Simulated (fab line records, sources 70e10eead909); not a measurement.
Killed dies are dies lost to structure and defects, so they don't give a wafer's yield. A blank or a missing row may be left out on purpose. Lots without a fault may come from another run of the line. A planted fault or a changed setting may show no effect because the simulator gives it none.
Which tool did it? | flow nand_harc | 24 lots, 72 wafers sampled, at 5 steps of a route of 1302

WHAT THE GAUGES READ, wafer by wafer
NHARC_A_CONTACT_CD_MEAS_80.
lot  | measured     | on        | cd_nm (nm)
L074 | day 21 20:52 | cd_sem-01 | 289.3 289.3 288.5
L075 | day 22 14:13 | cd_sem-01 | 290.7 289.4 289.9
L076 | day 22 22:53 | cd_sem-01 | 290.0 290.1 290.2
L077 | day 23 13:19 | cd_sem-01 | 289.8 288.8 288.8
L078 | day 23 14:27 | cd_sem-02 | 289.2 288.9 288.3
L080 | day 24 04:26 | cd_sem-03 | 287.7 287.3 287.5
L079 | day 24 15:30 | cd_sem-02 | 291.4 290.8 291.0
L081 | day 25 16:00 | cd_sem-01 | 289.8 289.7 289.9
L082 | day 25 19:58 | cd_sem-02 | 290.0 289.4 288.9
L083 | day 26 03:29 | cd_sem-03 | 291.2 290.8 291.0
L084 | day 26 14:08 | cd_sem-02 | 290.9 288.9 290.7
L085 | day 26 18:08 | cd_sem-03 | 290.0 289.7 289.8
L086 | day 27 00:54 | cd_sem-01 | 290.6 288.5 288.0
L088 | day 27 17:09 | cd_sem-03 | 290.4 289.1 290.4
L087 | day 27 20:47 | cd_sem-03 | 290.5 290.5 290.6
L089 | day 27 23:17 | cd_sem-02 | 288.1 289.5 288.9
L091 | day 28 07:01 | cd_sem-01 | 289.5 290.2 290.1
L090 | day 28 08:12 | cd_sem-02 | 288.0 288.2 289.3
L092 | day 29 21:01 | cd_sem-03 | 287.6 289.3 287.7
L093 | day 29 21:48 | cd_sem-03 | 288.1 290.1 290.2
L094 | day 30 07:53 | cd_sem-01 | 289.6 290.5 289.4
L095 | day 30 11:50 | cd_sem-03 | 290.9 290.2 290.2
L096 | day 31 11:47 | cd_sem-01 | 290.5 289.3 289.2
L097 | day 31 20:59 | cd_sem-02 | 288.5 289.4 288.8

NHARC_A_CONTACT_CD_MEAS_15.
lot  | measured     | on        | cd_nm (nm)
L074 | day 22 05:22 | cd_sem-01 | 190.7 189.4 189.5
L075 | day 22 21:07 | cd_sem-02 | 190.4 189.7 188.9
L076 | day 23 05:53 | cd_sem-03 | 189.0 189.9 188.6
L077 | day 23 20:43 | cd_sem-03 | 189.6 189.8 189.7
L078 | day 23 21:59 | cd_sem-03 | 191.3 191.6 191.0
L080 | day 24 12:55 | cd_sem-01 | 189.7 189.3 189.2
L079 | day 25 00:26 | cd_sem-01 | 190.6 191.1 189.4
L081 | day 25 22:47 | cd_sem-01 | 190.4 190.2 190.9
L082 | day 26 03:55 | cd_sem-03 | 189.9 190.2 190.5
L083 | day 26 10:57 | cd_sem-02 | 190.6 190.8 189.6
L084 | day 26 22:54 | cd_sem-02 | 190.0 191.1 190.1
L085 | day 27 03:29 | cd_sem-03 | 187.6 189.0 189.6
L086 | day 27 10:29 | cd_sem-01 | 190.4 190.0 190.7
L088 | day 28 01:17 | cd_sem-02 | 191.0 191.0 190.2
L087 | day 28 03:28 | cd_sem-01 | 190.5 190.9 190.3
L089 | day 28 08:22 | cd_sem-01 | 190.9 190.8 190.4
L091 | day 28 16:37 | cd_sem-03 | 190.4 191.2 191.0
L090 | day 28 17:45 | cd_sem-02 | 189.6 189.4 189.1
L092 | day 30 04:20 | cd_sem-03 | 189.6 189.6 190.4
L093 | day 30 05:37 | cd_sem-01 | 189.1 189.7 190.1
L094 | day 30 15:57 | cd_sem-01 | 189.2 189.2 190.0
L095 | day 30 18:38 | cd_sem-01 | 190.6 189.7 190.9
L096 | day 31 20:52 | cd_sem-01 | 189.8 190.3 190.0
L097 | day 32 08:10 | cd_sem-02 | 190.4 189.6 189.5

WHICH TOOL RAN EACH LOT (tool, then ch and the chambers of the sampled wafers, then the start)
lot  | NHARC_A_CONTACT_ETCH_78                       | NHARC_A_CONTACT_ETCH_137             | NHARC_A_CONTACT_ETCH_138
L074 | rie_diel-12 ch 2,3, day 21 20:52 or earlier   | har_cap_etch-02 ch 0,1, day 22 04:05 | har_cap_etch-02 ch 0,1, day 22 04:22
L075 | rie_diel-01 ch 0,2, day 22 14:13 or earlier   | har_cap_etch-03 ch 0,1, day 22 19:47 | har_cap_etch-03 ch 0,1, day 22 20:04
L076 | rie_diel-07 ch 1,2,3, day 22 22:53 or earlier | har_cap_etch-02 ch 0,1, day 23 04:34 | har_cap_etch-02 ch 0,1, day 23 04:50
L077 | rie_diel-12 ch 0,2,3, day 23 13:19 or earlier | har_cap_etch-01 ch 0,1, day 23 19:11 | har_cap_etch-01 ch 0,1, day 23 19:32
L078 | rie_diel-07 ch 0,2,3, day 23 14:27 or earlier | har_cap_etch-03 ch 0,1, day 23 20:45 | har_cap_etch-03 ch 0,1, day 23 21:01
L080 | rie_diel-12 ch 1,3, day 24 04:26 or earlier   | har_cap_etch-03 ch 0,1, day 24 11:41 | har_cap_etch-03 ch 0,1, day 24 11:58
L079 | rie_diel-12 ch 0,3, day 24 15:30 or earlier   | har_cap_etch-01 ch 0,1, day 24 23:09 | har_cap_etch-01 ch 0,1, day 24 23:25
L081 | rie_diel-12 ch 0,2, day 25 16:00 or earlier   | har_cap_etch-01 ch 0,1, day 25 21:28 | har_cap_etch-01 ch 0,1, day 25 21:44
L082 | rie_diel-12 ch 0,3, day 25 19:58 or earlier   | har_cap_etch-01 ch 0,1, day 26 02:36 | har_cap_etch-01 ch 0,1, day 26 02:53
L083 | rie_diel-01 ch 0,2,3, day 26 03:29 or earlier | har_cap_etch-01 ch 0,1, day 26 09:43 | har_cap_etch-01 ch 0,1, day 26 09:59
L084 | rie_diel-01 ch 1,3, day 26 14:08 or earlier   | har_cap_etch-02 ch 0,1, day 26 21:30 | har_cap_etch-02 ch 0,1, day 26 21:46
L085 | rie_diel-12 ch 0,2,3, day 26 18:08 or earlier | har_cap_etch-01 ch 0,1, day 27 02:06 | har_cap_etch-01 ch 0,1, day 27 02:22
L086 | rie_diel-01 ch 0,2, day 27 00:54 or earlier   | har_cap_etch-01 ch 0,1, day 27 09:01 | har_cap_etch-01 ch 0,1, day 27 09:23
L088 | rie_diel-07 ch 0,1,3, day 27 17:09 or earlier | har_cap_etch-02 ch 0,1, day 27 23:59 | har_cap_etch-02 ch 0,1, day 28 00:15
L087 | rie_diel-07 ch 0,2,3, day 27 20:47 or earlier | har_cap_etch-01 ch 0,1, day 28 02:08 | har_cap_etch-01 ch 0,1, day 28 02:25
L089 | rie_diel-12 ch 0,1, day 27 23:17 or earlier   | har_cap_etch-01 ch 0,1, day 28 07:05 | har_cap_etch-01 ch 0,1, day 28 07:21
L091 | rie_diel-12 ch 0,1, day 28 07:01 or earlier   | har_cap_etch-03 ch 0,1, day 28 15:13 | har_cap_etch-03 ch 0,1, day 28 15:34
L090 | rie_diel-01 ch 1,3, day 28 08:12 or earlier   | har_cap_etch-02 ch 0,1, day 28 16:11 | har_cap_etch-02 ch 0,1, day 28 16:33
L092 | rie_diel-07 ch 1,2,3, day 29 21:01 or earlier | har_cap_etch-02 ch 0,1, day 30 02:55 | har_cap_etch-02 ch 0,1, day 30 03:10
L093 | rie_diel-12 ch 1,2, day 29 21:48 or earlier   | har_cap_etch-03 ch 0,1, day 30 04:18 | har_cap_etch-03 ch 0,1, day 30 04:34
L094 | rie_diel-12 ch 0,1, day 30 07:53 or earlier   | har_cap_etch-03 ch 0,1, day 30 14:40 | har_cap_etch-03 ch 0,1, day 30 14:56
L095 | rie_diel-12 ch 0,2,3, day 30 11:50 or earlier | har_cap_etch-01 ch 0, day 30 17:22   | har_cap_etch-01 ch 0, day 30 17:38
L096 | rie_diel-12 ch 1,2,3, day 31 11:47 or earlier | har_cap_etch-01 ch 0,1, day 31 19:35 | har_cap_etch-01 ch 0,1, day 31 19:52
L097 | rie_diel-12 ch 1,2,3, day 31 20:59 or earlier | har_cap_etch-01 ch 0,1, day 32 06:53 | har_cap_etch-01 ch 0,1, day 32 07:10
- NHARC_A_CONTACT_ETCH_78: etches the open film in O2/COS, target depth 5300 nm, time 1378 s.
- NHARC_A_CONTACT_ETCH_137: etches the open film in C4F8/O2/Ar, time 311 s, target depth 1912 nm.
- NHARC_A_CONTACT_ETCH_138: etches the open film in C4F8/O2/Ar, time 311 s, target depth 1914 nm.

WHAT THE TOOLS THEMSELVES READ (means of the sampled wafers that have a number; where no wafer has one, the mark that the record gives instead)
NHARC_A_CONTACT_ETCH_78.
lot  | tool        | cos_flow_sccm (sccm) | drypump_motor_current_A (A) | oes_product_au (a.u.) | rf_vpp_V (V) | showerhead_plenum_p_Torr (Torr) | throttle_valve_pct (%)
L074 | rie_diel-12 | 19.98                | 5.5                         | 1.009                 | 313.6        | 3.04                            | 28.332
L075 | rie_diel-01 | 20.04                | 5.3                         | 1.007                 | 313.4        | 3.04                            | 28.332
L076 | rie_diel-07 | 19.93                | 5.7                         | 0.999                 | 314.0        | 3.12                            | 28.322
L077 | rie_diel-12 | 19.98                | 5.6                         | 0.998                 | 314.6        | 3.14                            | 28.331
L078 | rie_diel-07 | 19.97                | 5.9                         | 1.002                 | 316.6        | 3.26                            | 28.327
L080 | rie_diel-12 | 19.94                | 6.2                         | 0.997                 | 317.2        | 3.27                            | 28.331
L079 | rie_diel-12 | 19.98                | 6.0                         | 1.004                 | 315.5        | 3.25                            | 28.326
L081 | rie_diel-12 | 19.95                | 5.2                         | 1.008                 | 313.2        | 3.02                            | 28.336
L082 | rie_diel-12 | 20.05                | 5.7                         | 0.999                 | 315.9        | 3.24                            | 28.337
L083 | rie_diel-01 | 19.97                | 5.2                         | 0.996                 | 316.0        | 3.20                            | 28.319
L084 | rie_diel-01 | 19.99                | 5.3                         | 0.998                 | 312.6        | 2.98                            | 28.336
L085 | rie_diel-12 | 20.02                | 5.6                         | 1.004                 | 314.7        | 3.13                            | 28.321
L086 | rie_diel-01 | 19.98                | 5.3                         | 0.988                 | 318.0        | 3.34                            | 28.330
L088 | rie_diel-07 | 19.97                | 5.7                         | 0.991                 | 314.4        | 3.14                            | 28.323
L087 | rie_diel-07 | 19.98                | 5.9                         | 1.001                 | 315.5        | 3.24                            | 28.329
L089 | rie_diel-12 | 19.94                | 5.7                         | 0.992                 | 316.7        | 3.26                            | 28.332
L091 | rie_diel-12 | 20.03                | 5.7                         | 0.990                 | 315.8        | 3.26                            | 28.332
L090 | rie_diel-01 | 19.91                | 5.7                         | 0.994                 | 313.0        | 3.01                            | 28.340
L092 | rie_diel-07 | 19.95                | 5.7                         | 0.995                 | 316.1        | 3.26                            | 28.329
L093 | rie_diel-12 | 20.01                | 5.6                         | 0.995                 | 314.7        | 3.15                            | 28.334
L094 | rie_diel-12 | 20.02                | 5.6                         | 1.003                 | 316.3        | 3.24                            | 28.328
L095 | rie_diel-12 | 20.00                | 5.6                         | 1.006                 | 314.4        | 3.13                            | 28.324
L096 | rie_diel-12 | 20.00                | 5.8                         | 1.009                 | 314.6        | 3.14                            | 28.334
L097 | rie_diel-12 | 19.99                | 5.8                         | 1.000                 | 314.1        | 3.14                            | 28.335

THE ANSWER, worked out from the rows above alone
Rule: what is usual is taken from the lots themselves. Put in order of their means at a reading, lots are off if they are a third of the lots or fewer, leave a main group of 4 or more, and stand apart from it by a gap of 3 or more times the standard deviation of the main group's means; of several such gaps the widest counts. A main group whose means are all the same, to the digits that the tables above print for the reading, isn't used. A lot without any number at a reading at which 4 lots or more have one is off too. The other lots that the step has rows for count as sound. The gauges are gone through in route order, then the tools' own readings, and for those a lot's mean is taken as printed above. The first step at which some lot is off is used, and at that step the reading that is off furthest; a lot without a number counts as furthest.
No lot is off at any reading shown: from this, nothing can be told.

WHAT THE SIMULATOR HAD PUT IN
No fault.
